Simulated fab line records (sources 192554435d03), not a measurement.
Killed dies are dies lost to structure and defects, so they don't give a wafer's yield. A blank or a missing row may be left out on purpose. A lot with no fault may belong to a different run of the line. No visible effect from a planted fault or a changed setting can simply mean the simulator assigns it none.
Split-lot study | flow n5Finfet | 21 wafers read from 7 lots, route of 1938 steps

== THE SPLIT ==
At N5_DUMMY_GATE_COAT_34 (time 60 s, resist thk 60 nm), the setting spinRpm was moved away from the recipe's 1500 rpm on 11 of the 21 wafers read, by -9.3% to -3.9%. For the rest of the wafers, this setting stayed at what the recipe calls for.

== FROM THE SPLIT TO THE READING: what the file shows between them, 5 steps ==
- N5_DUMMY_GATE_COAT_28: time 60 s, resist thk 10 nm (also split here: spinRpm)
- N5_DUMMY_GATE_COAT_09: resist thk 30 nm
- N5_DUMMY_GATE_EBR_11
- N5_DUMMY_GATE_ETCH_29: etches underlayer in N2/H2, target depth 13 nm
- N5_DUMMY_GATE_ETCH_36: etches SiARC in CF4, target depth 13 nm

== THE READING ==
etch.depthNm (the simulator's own value, which no gauge read), in nm, at N5_DUMMY_GATE_ETCH_37 (etches SOC in N2/H2, target depth 60 nm, overetch 30 nm). No usual value for it is given in the file. Across the 10 wafers here that went through the recipe, the average is 60.06 nm and the standard deviation 0.18 nm.

wafer  | tool, chamber at the split | spinRpm as run, rpm | against the recipe | etch.depthNm, nm | against lot-mates on the recipe
L075.1 | lithoTrack-05, 0           | 1441                | -3.9%              | 60.79            | no lot-mate on the recipe
L075.2 | lithoTrack-05, 0           | 1441                | -3.9%              | 61.21            | no lot-mate on the recipe
L075.3 | lithoTrack-05, 0           | 1441                | -3.9%              | 60.98            | no lot-mate on the recipe
L077.1 | lithoTrack-05, 0           | 1420                | -5.3%              | 61.7             | +1.89
L077.2 | lithoTrack-05, 0           | 1500                | recipe             | 59.87            | -
L077.5 | lithoTrack-05, 0           | 1500                | recipe             | 59.76            | -
L085.1 | lithoTrack-05, 0           | 1500                | recipe             | 60.25            | -
L085.3 | lithoTrack-05, 0           | 1500                | recipe             | 60.08            | -
L085.4 | lithoTrack-05, 0           | 1500                | recipe             | 60.12            | -
L088.2 | lithoTrack-05, 0           | 1382                | -7.9%              | 62.63            | +2.64
L088.3 | lithoTrack-05, 0           | 1500                | recipe             | 59.99            | -
L088.6 | lithoTrack-05, 0           | 1382                | -7.9%              | 62.73            | +2.74
L091.2 | lithoTrack-05, 0           | 1500                | recipe             | 60.22            | -
L091.3 | lithoTrack-05, 0           | 1500                | recipe             | 60.21            | -
L091.6 | lithoTrack-05, 0           | 1500                | recipe             | 60.3             | -
L092.1 | lithoTrack-04, 0           | 1361                | -9.3%              | 62.77            | no lot-mate on the recipe
L092.3 | lithoTrack-04, 0           | 1361                | -9.3%              | 62.85            | no lot-mate on the recipe
L092.4 | lithoTrack-04, 0           | 1361                | -9.3%              | 62.97            | no lot-mate on the recipe
L097.2 | lithoTrack-04, 0           | 1433                | -4.5%              | 61.39            | +1.57
L097.5 | lithoTrack-04, 0           | 1500                | recipe             | 59.82            | -
L097.6 | lithoTrack-04, 0           | 1433                | -4.5%              | 61.21            | +1.39

THE FIT
A straight line over all 21 wafers: etch.depthNm changes by -0.308 nm for each +1% of spinRpm; r = -0.98; the points scatter about the line by 0.2 nm.
The same after taking each lot's own level away (the mean of its wafers on the recipe; 15 wafers): -0.342 nm for each +1%; r = -1.00; scatter 0.066 nm.
Per that fit: largest spinRpm move, reading shift of 3.2 nm.
From 59.815 to 60.243 nm: that is the span of the lots' own levels, equal to 2.3 times the standard deviation above.
Hence the lot-to-lot level has little effect on the slope; both slopes agree.
Check: +2.71 nm against its lot-mates is what the line predicts for one of the wafers moved furthest among these (-7.9%) when that wafer is left out of the fit. It came out at +2.64 nm against them.

== OTHER SPLITS APPLIED TO THESE WAFERS ==
Note: prior to the reading, these wafers also went through further splits. Each is held against what the fit with the lots' levels taken away leaves over:
other split on the same wafers          | wafers away from the commonest value | r with etch.depthNm (lot level and that fit taken away)
N5_WELL_APT_EXPOSE_05 doseMj            | 8                                    | +0.18
N5_WELL_APT_DEVELOP_07 developTimeS     | 6                                    | -0.20
N5_PMOS_HMC_CHANNEL_EPI_PEB_07 pebTimeS | 4                                    | +0.18
N5_PMOS_HMC_CHANNEL_EPI_ETCH_32 biasW   | 6                                    | -0.59
N5_FIN_SAQP_ETCH_65 timeS               | 8                                    | -0.17
N5_DUMMY_GATE_COAT_28 spinRpm           | 7                                    | +0.03

== THE WHOLE CHAIN: every reading that the file lists as answering this split, in the file's order ==
step                  | what it does                                            | reading                                                                          | change (the file's fit)               | r (the file's)
N5_DUMMY_GATE_COAT_34 | time 60 s, resist thk 60 nm                             | SOC_of_DUMMY_GATE_COAT_34.thkNm (the simulator's own value, which no gauge read) | -0.34 nm for each +1% of the setting  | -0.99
N5_DUMMY_GATE_ETCH_37 | etches SOC in N2/H2, target depth 60 nm, overetch 30 nm | etch.depthNm (the simulator's own value, which no gauge read)                    | -0.343 nm for each +1% of the setting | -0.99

== THE FILE'S OWN FIT ==
etch.depthNm changes by -0.343 nm for each +1% of spinRpm, r = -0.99.
